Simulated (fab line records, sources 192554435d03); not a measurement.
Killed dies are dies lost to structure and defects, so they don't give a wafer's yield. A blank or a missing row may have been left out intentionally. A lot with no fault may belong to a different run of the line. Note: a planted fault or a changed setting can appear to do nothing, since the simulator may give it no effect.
Chamber matching || flow n5 finfet || 3 sister chambers for N5_FIN_SAQP_PECVD_48 on pecvd-04
The step deposits SiNx from SiH4/NH3/N2, target thk 25 nm, time 22.1 s. 16 wafers are shown with their chamber, then 8 later ones without.

EACH WAFER AND ITS CHAMBER
{"wafer": "L076.2", "chamber": 0, "throttle valve pct (%)": 44.5, "showerhead plenum p Torr (Torr)": 5.00, "heater power w (W)": 925}
{"wafer": "L076.5", "chamber": 1, "throttle valve pct (%)": 41.7, "showerhead plenum p Torr (Torr)": 5.23, "heater power w (W)": 882}
{"wafer": "L076.6", "chamber": 0, "throttle valve pct (%)": 44.8, "showerhead plenum p Torr (Torr)": 5.02, "heater power w (W)": 940}
{"wafer": "L081.2", "chamber": 0, "throttle valve pct (%)": 44.4, "showerhead plenum p Torr (Torr)": 4.99, "heater power w (W)": 908}
{"wafer": "L081.4", "chamber": 2, "throttle valve pct (%)": 38.3, "showerhead plenum p Torr (Torr)": 5.20, "heater power w (W)": 765}
{"wafer": "L081.5", "chamber": 0, "throttle valve pct (%)": 44.6, "showerhead plenum p Torr (Torr)": 5.00, "heater power w (W)": 928}
{"wafer": "L082.1", "chamber": 2, "throttle valve pct (%)": 38.7, "showerhead plenum p Torr (Torr)": 5.20, "heater power w (W)": 803}
{"wafer": "L082.2", "chamber": 1, "throttle valve pct (%)": 41.8, "showerhead plenum p Torr (Torr)": 5.23, "heater power w (W)": 810}
{"wafer": "L082.5", "chamber": 0, "throttle valve pct (%)": 44.8, "showerhead plenum p Torr (Torr)": 5.00, "heater power w (W)": 1005}
{"wafer": "L083.3", "chamber": 2, "throttle valve pct (%)": 38.5, "showerhead plenum p Torr (Torr)": 5.19, "heater power w (W)": 873}
{"wafer": "L083.5", "chamber": 2, "throttle valve pct (%)": 38.4, "showerhead plenum p Torr (Torr)": 5.17, "heater power w (W)": 848}
{"wafer": "L083.6", "chamber": 0, "throttle valve pct (%)": 44.7, "showerhead plenum p Torr (Torr)": 5.01, "heater power w (W)": 991}
{"wafer": "L088.1", "chamber": 0, "throttle valve pct (%)": 44.6, "showerhead plenum p Torr (Torr)": 5.00, "heater power w (W)": 886}
{"wafer": "L088.4", "chamber": 1, "throttle valve pct (%)": 41.7, "showerhead plenum p Torr (Torr)": 5.23, "heater power w (W)": 810}
{"wafer": "L088.6", "chamber": 0, "throttle valve pct (%)": 44.6, "showerhead plenum p Torr (Torr)": 5.01, "heater power w (W)": 893}
{"wafer": "L090.3", "chamber": 0, "throttle valve pct (%)": 44.7, "showerhead plenum p Torr (Torr)": 5.01, "heater power w (W)": 976}

SIGNATURES, as means of the wafers listed above
{"reading": "throttle valve pct", "chamber 0": 44.633, "chamber 1": 41.733, "chamber 2": 38.475, "scatter within a chamber": 0.134}
{"reading": "showerhead plenum p Torr", "chamber 0": 5.0044, "chamber 1": 5.2300, "chamber 2": 5.1900, "scatter within a chamber": 0.0097}
{"reading": "heater power w", "chamber 0": 939.11, "chamber 1": 834.00, "chamber 2": 822.25, "scatter within a chamber": 43.8}
Rule: a wafer lies at a distance from a chamber equal to the root of the sum of squares, over the readings, of (its reading less the chamber's mean, divided by the reading's scatter). The wafer belongs to the nearest chamber; if the next one is less than 2 further off, it can't be placed. The scatter: take each reading less its chamber's mean, square it, sum over the shown wafers, divide by the number of wafers less the number of chambers, and take the root.

WAFERS WITH NO CHAMBER GIVEN
{"wafer": "L090.4", "throttle valve pct (%)": 44.6, "showerhead plenum p Torr (Torr)": 4.99, "heater power w (W)": 950}
{"wafer": "L090.6", "throttle valve pct (%)": 42.0, "showerhead plenum p Torr (Torr)": 5.22, "heater power w (W)": 917}
{"wafer": "L093.1", "throttle valve pct (%)": 44.7, "showerhead plenum p Torr (Torr)": 5.00, "heater power w (W)": 954}
{"wafer": "L093.5", "throttle valve pct (%)": 44.7, "showerhead plenum p Torr (Torr)": 5.00, "heater power w (W)": 966}
{"wafer": "L093.6", "throttle valve pct (%)": 38.6, "showerhead plenum p Torr (Torr)": 5.19, "heater power w (W)": 869}
{"wafer": "L097.1", "throttle valve pct (%)": 38.7, "showerhead plenum p Torr (Torr)": 5.19, "heater power w (W)": 779}
{"wafer": "L097.2", "throttle valve pct (%)": 41.6, "showerhead plenum p Torr (Torr)": 5.23, "heater power w (W)": 876}
{"wafer": "L097.3", "throttle valve pct (%)": 38.8, "showerhead plenum p Torr (Torr)": 5.19, "heater power w (W)": 785}

EACH ONE'S CHAMBER
{"wafer": "L090.4", "from the rows above": 0, "in truth": 0}
{"wafer": "L090.6", "from the rows above": 1, "in truth": 1}
{"wafer": "L093.1", "from the rows above": 0, "in truth": 0}
{"wafer": "L093.5", "from the rows above": 0, "in truth": 0}
{"wafer": "L093.6", "from the rows above": 2, "in truth": 2}
{"wafer": "L097.1", "from the rows above": 2, "in truth": 2}
{"wafer": "L097.2", "from the rows above": 1, "in truth": 1}
{"wafer": "L097.3", "from the rows above": 2, "in truth": 2}
8 of 8 placed correctly. Can't be placed from these rows: 0. 0 placed wrongly.
